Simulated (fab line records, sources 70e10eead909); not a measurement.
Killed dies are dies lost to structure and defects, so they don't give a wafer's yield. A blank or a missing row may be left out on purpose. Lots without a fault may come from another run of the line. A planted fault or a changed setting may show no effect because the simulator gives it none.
Chamber matching | flow nand_harc | NHARC_P_GATE_ALD_36 on ald_sin-01: 4 sister chambers
The step deposits SiNx, target thk 20 nm, pulse time 60 s, ald cycles 223. 8 wafers are shown with their chamber, then 8 later ones without.

WAFERS WITH THEIR CHAMBER
wafer  | chamber | heater_power_w (W) | precursor_pulse_height_rel
L079.5 | 0       | 786                | 0.995
L082.4 | 1       | 799                | 0.994
L085.3 | 1       | 799                | 0.965
L085.2 | 0       | 767                | 1.013
L088.4 | 3       | 951                | 0.984
L088.5 | 2       | 793                | 0.993
L088.6 | 3       | 933                | 0.997
L090.1 | 2       | 806                | 1.018

WAFERS WITHOUT THEIR CHAMBER
wafer  | heater_power_w (W) | precursor_pulse_height_rel
L090.3 | 942                | 0.991
L090.5 | 963                | 0.980
L093.1 | 783                | 0.978
L093.3 | 829                | 1.014
L093.2 | 931                | 1.008
L096.2 | 949                | 1.010
L096.1 | 783                | 0.978
L096.6 | 823                | 1.011

WHICH CHAMBER EACH WENT THROUGH
wafer  | from the rows above          | in truth
L090.3 | 3                            | 3
L090.5 | 3                            | 3
L093.1 | can't be placed: 1 or 0 or 2 | 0
L093.3 | can't be placed: 2 or 1      | 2
L093.2 | 3                            | 3
L096.2 | 3                            | 3
L096.1 | can't be placed: 1 or 0 or 2 | 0
L096.6 | can't be placed: 2 or 1      | 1
Placed correctly: 4 of 8. Can't be placed from these rows: 4 (the true chamber is among the candidates in 4). Placed wrongly: 0.
How it was worked out, from the rows above alone: a wafer's distance from a chamber is the root of the sum, over the readings, of the square of ((its reading less the chamber's mean) divided by the reading's scatter). The wafer belongs to the nearest chamber; if the next one is less than 2 further off, it can't be placed. A chamber's mean is the mean of its shown wafers. The scatter: the root of (the sum of the squares of (reading less its chamber's mean) over the shown wafers, divided by (wafers less chambers)).
